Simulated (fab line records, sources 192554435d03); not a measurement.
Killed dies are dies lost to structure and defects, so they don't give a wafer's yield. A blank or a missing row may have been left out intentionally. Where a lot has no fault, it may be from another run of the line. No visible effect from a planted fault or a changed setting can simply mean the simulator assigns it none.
A lot that was struck, set against a sound lot || flow n5 finfet || 38 out of 1938 route steps
Sound: the wafers L333.3, L333.4, L333.6. Struck: wafers L350.2, L350.3, L350.6. Last of all comes the cause.
Per side, at each step with rows, come the tool, then ch with its chambers, and then its first start. Under that, the readings that differ: sound wafers || struck wafers || difference of the means || sigmas: that difference in standard deviations of wafers without a fault.
alike: a reading whose means differ by less than 2 such deviations, as well as words and numbers matching on both sides. not compared: withheld readings; readings where some wafer has no value; bounds like >300 that might hide an equal value; numbers whose values overlap and for which the record gives no deviation.
The two part at a step that has a row with sigmas, a row that says differs or no value, or rows on one side only. Numbers that don't overlap but have no deviation are shown without sigmas and don't part them. A reading missing from all wafers of one side parts the sides only when that side holds two or more wafers.

first, 9 steps without rows for these wafers: N5_BEOL_M4_ANNEAL_95 (time 240 s); N5_BEOL_M4_SPUTTER_96 (material Cu, target thk 4.5 nm, time 8.29 s); N5_BEOL_M4_ECD_50 (material Cu, target thk 300 nm); N5_BEOL_M4_ANNEAL_51 (time 90 s); N5_BEOL_M4_CMP_52 (polishes, stops on SiOC, t overpolish 6.8 s, target thk 40 nm); N5_BEOL_M4_PRE_CLEAN_60 (time 15 s); N5_BEOL_M4_CO_CAP_55 (material Co, precursor CCTBA/H2, target thk 2 nm, time 102.1 s); N5_BEOL_M4_PRE_CLEAN_56 (time 15 s); N5_BEOL_M4_DEP_57 (deposits SiCN from 3MS/NH3, target thk 8 nm, time 14 s).
N5_BEOL_M4_RC_MEAS_101:
  sound on prober-01 ch 0, day 8 00:32; struck on prober-02 ch 0, day 12 15:23
  alike: DIBL_N, DIBL_P, IOFF_N, IOFF_P, ION_N, ION_P, SS_N, SS_P, VT_N, VT_P
then, 24 steps without rows for these wafers: N5_BEOL_M5_ILD_DEP_00 (deposits SiCOH lowk from DEMS/porogen, target thk 140.64 nm, time 25.9 s); N5_BEOL_M5_CURE_79 (cures SiCOH lowk, time 240 s); N5_BEOL_M5_PECVD_70 (deposits SiO2 from TEOS/O2, target thk 16 nm, time 18 s); N5_BEOL_M5_HM_DEP_02 (deposits TiN, target thk 20 nm); N5_BEOL_M5_COAT_59 (time 60 s, resist thk 60 nm); N5_BEOL_M5_COAT_60 (time 60 s, resist thk 12 nm); N5_BEOL_M5_COAT_71 (time 60 s, resist thk 5 nm); N5_BEOL_M5_COAT_05 (resist thk 30 nm); N5_BEOL_M5_EBR_07; N5_BEOL_M5_SOFTBAKE_06 (time 60 s); N5_BEOL_M5_EXPOSE_08 (exposes mask M5, target cd 28 nm); N5_BEOL_M5_PEB_09 (peb time 60 s); N5_BEOL_M5_DEVELOP_10 (develop time 30 s); N5_BEOL_M5_DESCUM_16 (chemistry O2, time 7 s); N5_BEOL_M5_ETCH_72 (etches underlayer in N2/H2, target depth 6.5 nm, time 5.2 s); N5_BEOL_M5_ETCH_61 (etches SiARC in CF4, target depth 15.6 nm, time 26 s); N5_BEOL_M5_ETCH_62 (etches SOC in N2/H2, target depth 75 nm, overetch 15 nm, time 112.5 s); N5_BEOL_M5_STRIP_63 (strips in N2/H2); N5_BEOL_M5_STRIP_73 (strips in N2/H2); N5_BEOL_M5_STRIP_64 (strips in CF4); N5_BEOL_M5_HM_OPEN_17 (chemistry Cl2/BCl3, target TiN, target depth 20 nm, overetch 6 nm); N5_BEOL_M5_STRIP_19 (strips in O2); N5_BEOL_M5_COAT_65 (time 60 s, resist thk 60 nm); N5_BEOL_M5_COAT_66 (time 60 s, resist thk 12 nm).
-- here the record skips 2 days between the struck wafers' starts before and after, leaving off in module BEOL_M5 and picking up in module BEOL_M10 (first step shown: number 1492 of the route) --
N5_BEOL_M10_STRIP_19: strips in O2.
  sound on rie diel-04 ch 0,1, day 9 19:05; struck on rie diel-04 ch 1,2, day 14 18:49
  no value came back on the struck wafers for any of 7 readings (bias power w (W), chamber pressure mTorr (mTorr) and others); on the sound wafers bias power w (W) reads 0 0 0
{"reading": "model.SOC_of_BEOL_M10_COAT_59.thk nm (nm)", "sound": "0 0 0", "struck": "92.4 92.4 92.4", "difference": "+92.4", "sigmas": ""}
  not compared: rf hours counter h
N5_BEOL_M10_ETCH_66: etches SOC in N2/H2, target depth 120 nm, overetch 24 nm, time 180 s.
  sound on rie diel-04 ch 0,3, day 9 19:55; struck on rie diel-04 ch 2,3, day 14 20:53
{"reading": "oes product au (a.u.)", "sound": "0.63 0.56 0.57", "struck": "0.74 0.91 0.93", "difference": "+0.27", "sigmas": "+3"}
{"reading": "model.etch.depth nm (nm)", "sound": "99.93 99.86 99.72", "struck": "142.2 146.4 147", "difference": "+45.4", "sigmas": ""}
  alike: drypump motor current A, rf vpp V, showerhead plenum p Torr, throttle valve pct
  not compared: rf hours counter h
N5_BEOL_M10_VIA_ETCH_34: etches SiCOH lowk in C4F6/O2, target depth 184.5 nm, time 69.2 s.
  sound on rie diel-04 ch 0,3, day 9 20:03; struck on rie diel-04 ch 2,3, day 14 21:00
{"reading": "oes product au (a.u.)", "sound": "0.78 0.69 0.69", "struck": "0.28 0.34 0.34", "difference": -0.40, "sigmas": -4}
  alike: drypump motor current A, rf vpp V, showerhead plenum p Torr, throttle valve pct
  not compared: rf hours counter h
-- the record jumps here: 2 days lie between the struck wafers' starts before and after (it left off in module BEOL_M10 and takes up again in module PASSIVATION, whose first step shown is number 1936 of the route) --
N5_PASSIVATION_PROBE_49:
  sound: prober-02 at day 12 02:55; struck: prober-01 at day 16 21:37
{"reading": "defect limited yield (%)", "sound": "91.1 88.8 89.6", "struck": "0 0 0", "difference": -90, "sigmas": -64}
{"reading": "killed_at_M4_up", "sound": "17 27 19", "struck": "1093 1083 1075", "difference": "+1063", "sigmas": "+99 or more"}
{"reading": "killed at contacts", "sound": "10 16 6", "struck": "35 22 22", "difference": "+16", "sigmas": "+2"}
{"reading": "killed dies", "sound": "105 132 123", "struck": "1180 1180 1180", "difference": "+1060", "sigmas": "+62"}
{"reading": "killed on rim", "sound": "18 14 9", "struck": "152 152 152", "difference": "+138", "sigmas": "+34"}
{"reading": "sort_bin_5_function (%)", "sound": "5.7 7.1 6.0", "struck": "96.9 95.8 95.7", "difference": "+89.9", "sigmas": "+95"}
{"reading": "sort n pass", "sound": "1075 1048 1057", "struck": "0 0 0", "difference": -1060, "sigmas": -62}
{"reading": "sort yield pct (%)", "sound": "91.1 88.8 89.6", "struck": "0 0 0", "difference": -90, "sigmas": -64}
  alike: killed_at_M0_to_M3, killed at front end, killed at other, killed open, killed short, sort_bin_6_memory

== WHERE THEY PART ==
At N5_BEOL_M10_STRIP_19 first; at N5_PASSIVATION_PROBE_49 last (within this record only).

WHY: whatever the simulator had introduced
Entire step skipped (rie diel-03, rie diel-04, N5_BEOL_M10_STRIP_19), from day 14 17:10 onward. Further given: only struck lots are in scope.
